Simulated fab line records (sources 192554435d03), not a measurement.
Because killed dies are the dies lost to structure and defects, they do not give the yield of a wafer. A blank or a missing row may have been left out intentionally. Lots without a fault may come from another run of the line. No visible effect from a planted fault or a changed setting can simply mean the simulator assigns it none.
Which tool did it? || flow n5-finfet || 45 wafers from 15 lots sampled at 2 of the route's 1938 steps

== WHAT EACH GAUGE READ, for each wafer ==
N5_BEOL_M4_THK_MEAS_01.
{"lot": "L209", "measured": "day 7 20:06", "on": "film-metro-02", "M4_ILD_THK (nm)": "78.4 79.9 78.8"}
{"lot": "L210", "measured": "day 7 23:29", "on": "film-metro-01", "M4_ILD_THK (nm)": "78.8 79.6 79.5"}
{"lot": "L211", "measured": "day 8 05:01", "on": "film-metro-02", "M4_ILD_THK (nm)": "78.0 78.7 79.3"}
{"lot": "L221", "measured": "day 10 20:22", "on": "film-metro-02", "M4_ILD_THK (nm)": "79.3 78.9 79.9"}
{"lot": "L216", "measured": "day 10 20:36", "on": "film-metro-02", "M4_ILD_THK (nm)": "80.4 79.6 79.4"}
{"lot": "L220", "measured": "day 11 01:19", "on": "film-metro-02", "M4_ILD_THK (nm)": "79.2 79.6 79.3"}
{"lot": "L219", "measured": "day 11 10:22", "on": "film-metro-02", "M4_ILD_THK (nm)": "78.8 78.4 80.5"}
{"lot": "L222", "measured": "day 11 13:37", "on": "film-metro-01", "M4_ILD_THK (nm)": "78.4 77.6 79.2"}
{"lot": "L223", "measured": "day 12 03:04", "on": "film-metro-02", "M4_ILD_THK (nm)": "78.0 80.0 80.0"}
{"lot": "L225", "measured": "day 12 06:49", "on": "film-metro-02", "M4_ILD_THK (nm)": "79.1 79.0 80.0"}
{"lot": "L226", "measured": "day 12 08:49", "on": "film-metro-02", "M4_ILD_THK (nm)": "79.7 80.5 79.2"}
{"lot": "L227", "measured": "day 12 09:58", "on": "film-metro-02", "M4_ILD_THK (nm)": "76.7 77.1 78.0"}
{"lot": "L228", "measured": "day 12 20:53", "on": "film-metro-02", "M4_ILD_THK (nm)": "77.8 78.5 78.8"}
{"lot": "L230", "measured": "day 13 02:20", "on": "film-metro-01", "M4_ILD_THK (nm)": "79.1 79.3 78.6"}
{"lot": "L231", "measured": "day 13 19:39", "on": "film-metro-02", "M4_ILD_THK (nm)": "78.3 78.3 78.6"}

N5_BEOL_M4_INSPECT_13: inspects for defects (brightfield).
{"lot": "L209", "measured": "day 7 20:59", "on": "defect-inspect-01", "raw-defect-count": "354 360 499"}
{"lot": "L210", "measured": "day 8 02:40", "on": "defect-inspect-01", "raw-defect-count": "577 377 816"}
{"lot": "L211", "measured": "day 8 05:49", "on": "defect-inspect-01", "raw-defect-count": "281 266 338"}
{"lot": "L221", "measured": "day 10 21:47", "on": "defect-inspect-01", "raw-defect-count": "393 268 256"}
{"lot": "L216", "measured": "day 10 22:00", "on": "defect-inspect-02", "raw-defect-count": "554 561 404"}
{"lot": "L220", "measured": "day 11 03:49", "on": "defect-inspect-01", "raw-defect-count": "323 286 278"}
{"lot": "L219", "measured": "day 11 11:22", "on": "defect-inspect-01", "raw-defect-count": "446 392 484"}
{"lot": "L222", "measured": "day 11 16:23", "on": "defect-inspect-02", "raw-defect-count": "379 427 228"}
{"lot": "L223", "measured": "day 12 03:44", "on": "defect-inspect-01", "raw-defect-count": "414 460 423"}
{"lot": "L225", "measured": "day 12 09:11", "on": "defect-inspect-01", "raw-defect-count": "323 283 335"}
{"lot": "L226", "measured": "day 12 10:11", "on": "defect-inspect-01", "raw-defect-count": "434 336 383"}
{"lot": "L227", "measured": "day 12 11:12", "on": "defect-inspect-02", "raw-defect-count": "348 371 358"}
{"lot": "L228", "measured": "day 12 22:27", "on": "defect-inspect-01", "raw-defect-count": "403 451 393"}
{"lot": "L230", "measured": "day 13 06:06", "on": "defect-inspect-02", "raw-defect-count": "400 391 515"}
{"lot": "L231", "measured": "day 13 21:40", "on": "defect-inspect-02", "raw-defect-count": "400 233 279"}

== TOOL THAT RAN EACH LOT (tool first, then ch and the chambers of the sampled wafers, then the start) ==
The record holds no process step before these readings.

== AS READ BY THE TOOLS THEMSELVES (means over the sampled wafers that have a number; for cases with no such wafer, the mark the record gives instead) ==
The record holds no such reading with a usual standard deviation.

== THE ANSWER, worked out from the rows above alone ==
Rule: the lots themselves supply what counts as usual. The widest of any qualifying gaps counts: lots, ordered by their means at a reading, are off when they make up no more than a third of the lots, leave a main group of 4 or more, and stand apart from it by 3 or more times the standard deviation of that group's means. A main group whose means are all the same, to the digits that the tables above print for the reading, isn't used. Also off: a lot with no number at a reading for which 4 or more lots have one. The other lots that the step has rows for count as sound. After the gauges, taken in route order, come the tools' own readings; for these a lot's mean is taken, as printed above. At the first step where some lot is off, the reading lying furthest off is the one used; lots without a number count as furthest.
Across all readings shown, no lot is off: no conclusion can be drawn from this.

== WHAT HAD BEEN PUT IN BY THE SIMULATOR ==
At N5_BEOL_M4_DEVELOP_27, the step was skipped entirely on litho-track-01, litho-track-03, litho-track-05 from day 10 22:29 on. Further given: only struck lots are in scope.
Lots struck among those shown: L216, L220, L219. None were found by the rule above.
